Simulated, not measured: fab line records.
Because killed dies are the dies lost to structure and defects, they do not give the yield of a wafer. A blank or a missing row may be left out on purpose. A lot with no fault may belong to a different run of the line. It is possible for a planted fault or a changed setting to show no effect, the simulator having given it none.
A struck lot beside a sound one -- flow n5-finfet -- 32 steps out of a route of 1938
Sound: these wafers, L963.1, L963.3, L963.5. The struck wafers were L956.2, L956.3, L956.6. Last of all comes the cause.
Each step with rows lists, per side, the tool, then ch with its chambers, then its first start. Under that, the readings that differ: sound wafers -- struck wafers -- difference of the means -- sigmas: that difference in standard deviations of wafers without a fault.
alike: readings with means less than 2 such deviations apart, plus words and numbers identical on both sides. not compared: withheld readings, readings lacking a value on some wafer, bounds such as >300 that could conceal the same value, and numbers that have no deviation in the record and whose values overlap.
A row with sigmas, a row that says differs or no value, or rows on one side alone: a step with any of these is where the two part. When numbers do not overlap yet have no deviation, they are printed without sigmas and do not part them. A reading missing from all wafers of one side parts the sides only when that side holds two or more wafers.

first, 10 steps without rows for these wafers: N5_SD_EPI_P_PRECLEAN_51 (cleans in NF3:NH3, afs cycles 1, time 20 s, sublimation time 60 s); N5_SD_EPI_P_VAPOR_ETCH_44 (etches SiGe30 in NF3/Ar, time 3.3 s); N5_SD_EPI_P_EPI_21 (deposits SiGe:B, time 355 s); N5_SD_EPI_P_HM_STRIP_48 (strips SiNx in H3PO4, material SiNx, target depth 3 nm); N5_SD_EPI_P_SRD_49 (time 30 s); N5_SD_EPI_P_PRECLEAN_24 (cleans in O3/DIW, time 45 s); N5_SD_EPI_P_PRECLEAN_32 (cleans in dHF, time 10 s); N5_SD_EPI_P_PRECLEAN_33 (cleans in SC2, time 45 s); N5_SD_EPI_P_SRD_25 (time 30 s); N5_SD_ACTIVATION_RTA_00 (time 0 s).
N5_SD_ACTIVATION_LSA_01: time 0.0008 s.
  sound on laser-anneal-02 ch 0, day 8 19:25; struck on laser-anneal-01 ch 0, day 6 22:40
reading,sound,struck,difference,sigmas
wafer_temp_C_max,1087.6 1087.3 1086.5,1075.9 1074.2 1074.2,-12.4,-11
N5_SD_ACTIVATION_RS_MEAS_03: uses a four-point probe to measure.
  struck on film-metro-02, day 6 22:52; sound on film-metro-02, day 8 19:38
reading,sound,struck,difference,sigmas
RS_SD_N (ohm/sq),21.77 21.57 21.54,22.96 23.36 22.88,+1.44,+5
  alike: RS_SD_P
then, 19 steps without rows for these wafers: N5_ILD0_LINER_00 (material SiNx, target thk 4 nm, pulse time 1 s, purge time 2 s); N5_ILD0_FCVD_FILL_01 (material SiO2 flowable, target thk 200 nm, time 328.3 s); N5_ILD0_CURE_02 (time 1800 s); N5_ILD0_CMP_03 (polishes, stops on SiNx, t overpolish 1.9 s, target thk 197.38 nm); N5_ILD0_CMP_07 (polishes SiO2 flowable, stops on poly-Si, t overpolish 1.18 s, target thk 138.88 nm); N5_ILD0_PRECLEAN_10 (cleans in NF3:NH3, afs cycles 5, time 20 s, sublimation time 60 s); N5_ILD0_ALD_15 (deposits SiNx, target thk 24 nm, pulse time 1 s, ald cycles 480); N5_ILD0_CMP_12 (polishes SiNx, stops on poly-Si, t overpolish 6 s, target thk 17.67 nm); N5_SDB_HM_DEP_00 (deposits SiNx from SiH4/NH3/N2, target thk 40 nm, time 35.3 s); N5_SDB_COAT_03 (time 60 s, resist thk 100 nm); N5_SDB_COAT_04 (time 60 s, resist thk 18 nm); N5_SDB_COAT_05 (resist thk 90 nm); N5_SDB_EBR_07; N5_SDB_SOFTBAKE_06 (time 60 s); N5_SDB_EXPOSE_08 (exposes mask SDB); N5_SDB_PEB_09 (peb time 60 s); N5_SDB_DEVELOP_10 (develop time 30 s); N5_SDB_DESCUM_16 (chemistry O2, time 7.9 s); N5_SDB_ETCH_17 (etches SiARC in CF4, target depth 23.4 nm, time 39 s).
-- the record jumps here: 5 days lie between the struck wafers' starts before and after (it left off in module SDB and takes up again in module BEOL_M4, whose first step shown is number 1111 of the route) --
N5_BEOL_M4_RC_MEAS_101:
  sound on prober-02 ch 0, day 13 23:56; struck on prober-02 ch 0, day 12 03:47
reading,sound,struck,difference,sigmas
RC_DENSE_N (ohm.um),19.1 19.2 18.8,20.3 20.4 20.3,+1.3,+3
RC_N (ohm.um),15.5 15.5 15.4,16.7 16.5 16.6,+1.1,+4
RS_SD_N (ohm/sq),28.2 27.7 28.0,29.8 30.3 29.8,+2.0,+6
  alike: DIBL_N, DIBL_P, IOFF_N, IOFF_P, ION_N, ION_P, SS_N, SS_P, VT_N, VT_P

WHERE THEY PART
At N5_SD_ACTIVATION_LSA_01 first; at N5_BEOL_M4_RC_MEAS_101 last (within this record only).

WHY: what had been put in by the simulator
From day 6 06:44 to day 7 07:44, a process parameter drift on laser-anneal-01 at N5_SD_ACTIVATION_LSA_01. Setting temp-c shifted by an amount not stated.
